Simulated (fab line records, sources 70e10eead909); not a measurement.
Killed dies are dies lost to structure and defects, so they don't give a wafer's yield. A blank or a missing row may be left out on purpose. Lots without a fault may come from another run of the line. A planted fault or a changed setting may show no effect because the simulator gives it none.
A struck lot beside a sound one | flow nand_harc | 23 steps out of a route of 1159
Sound: wafers L589.2, L589.3, L589.4. Struck: wafers L593.1, L593.2, L593.3. The cause comes at the end.
At each step with rows: each side's tool, then ch and its chambers, then its first start. Under that, the readings that differ: sound wafers | struck wafers | difference of the means | sigmas: that difference in standard deviations of wafers without a fault.
alike: readings whose means differ by less than 2 such deviations, and words and numbers that are the same on both sides. not compared: withheld readings, readings that some wafer has no value for, bounds like >300 that may hide the same value, and numbers for which the record gives no deviation and whose values overlap.
The two part at a step that has a row with sigmas, a row that says differs or no value, or rows on one side only. Numbers that don't overlap but have no deviation are shown without sigmas and don't part them. A reading that every wafer of one side lacks parts them only if that side has two wafers or more.

NHARC_A_STAIRCASE_DEP_417: deposits Si3N4, target thk 60 nm.
  sound on pecvd-03 ch 0,2, day 15 02:30; struck on pecvd-01 ch 0,1,2, day 16 07:11
  alike: heater_power_w
then, 3 steps without rows for these wafers: NHARC_A_STAIRCASE_WET_418 (chemistry H3PO4, target depth 20 nm); NHARC_A_STAIRCASE_PRECLEAN_419 (cleans in SC1); NHARC_A_STAIRCASE_SRD_421.
NHARC_A_STAIRCASE_ALD_420: deposits SiO2, target thk 20 nm, pulse time 6 s, ald cycles 200.
  sound on ald_hk-04 ch 0,2,3, day 15 04:40; struck on ald_hk-03 ch 1,2,3, day 16 11:08
  alike: heater_power_w, precursor_pulse_height_rel
then, 1 step without rows for these wafers: NHARC_A_STAIRCASE_CVD_552 (deposits SiNx, target thk 40 nm).
NHARC_A_STAIRCASE_DEP_151: deposits SiO2, target thk 3800 nm.
  sound on pecvd-02 ch 0,1,2, day 15 13:15; struck on pecvd-02 ch 0,1,2, day 16 19:14
  alike: heater_power_w, mfc_precursor_sccm
then, 1 step without rows for these wafers: NHARC_A_STAIRCASE_ANNEAL_320 (time 1800 s).
NHARC_A_STAIRCASE_DEP_322: deposits SiO2, target thk 3800 nm.
  sound on pecvd-03 ch 0,2, day 15 18:25; struck on pecvd-03 ch 0,1,2, day 17 02:19
  alike: heater_power_w, mfc_precursor_sccm
then, 1 step without rows for these wafers: NHARC_A_STAIRCASE_ANNEAL_323 (time 1800 s).
NHARC_A_STAIRCASE_DEP_325: deposits SiO2, target thk 3800 nm.
  sound on pecvd-01 ch 1,2, day 16 03:29; struck on pecvd-01 ch 0,1,2, day 17 11:12
  reading                   | sound             | struck            | difference | sigmas
  mfc_precursor_sccm (sccm) | 200.4 199.9 199.7 | 216.8 216.8 216.8 | +16.8      | +28
  alike: heater_power_w
then, 10 steps without rows for these wafers: NHARC_A_STAIRCASE_ANNEAL_326 (time 1800 s); NHARC_A_STAIRCASE_DEHYDRATE_433 (time 120 s); NHARC_A_STAIRCASE_HMDS_434 (time 30 s); NHARC_A_STAIRCASE_COAT_435; NHARC_A_STAIRCASE_SOFTBAKE_436 (time 170 s); NHARC_A_STAIRCASE_EBR_437; NHARC_A_STAIRCASE_EXPOSE_438 (exposes mask STAIR REV); NHARC_A_STAIRCASE_PEB_439 (peb time 130 s); NHARC_A_STAIRCASE_DEVELOP_440 (time 140 s); NHARC_A_STAIRCASE_HARDBAKE_442 (time 140 s).
NHARC_A_STAIRCASE_DESCUM_443: chemistry O2, time 3 s.
  sound on rie_diel-01 ch 1,2,3, day 16 11:02; struck on rie_diel-08 ch 0,2,3, day 17 21:16
  reading                | sound    | struck   | difference | sigmas
  rf_hours_counter_h (h) | 15 15 18 | 39 41 37 | +23        |
  alike: chamber_pressure_mTorr, drypump_motor_current_A, oes_product_au, rf_vpp_V, showerhead_plenum_p_Torr, throttle_valve_pct
then, 1 step without rows for these wafers: NHARC_A_STAIRCASE_ETCH_444 (etches the open film in C4F8/O2, target depth 10200 nm, time 3400 s).

WHERE THEY PART
Only at NHARC_A_STAIRCASE_DEP_325, within this record. Later steps at which nothing parts them and some readings are alike: NHARC_A_STAIRCASE_DESCUM_443.

WHY: what the simulator had put in
Process parameter drift: pecvd-01, from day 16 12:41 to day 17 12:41, at NHARC_A_STAIRCASE_DEP_325. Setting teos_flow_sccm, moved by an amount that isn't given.
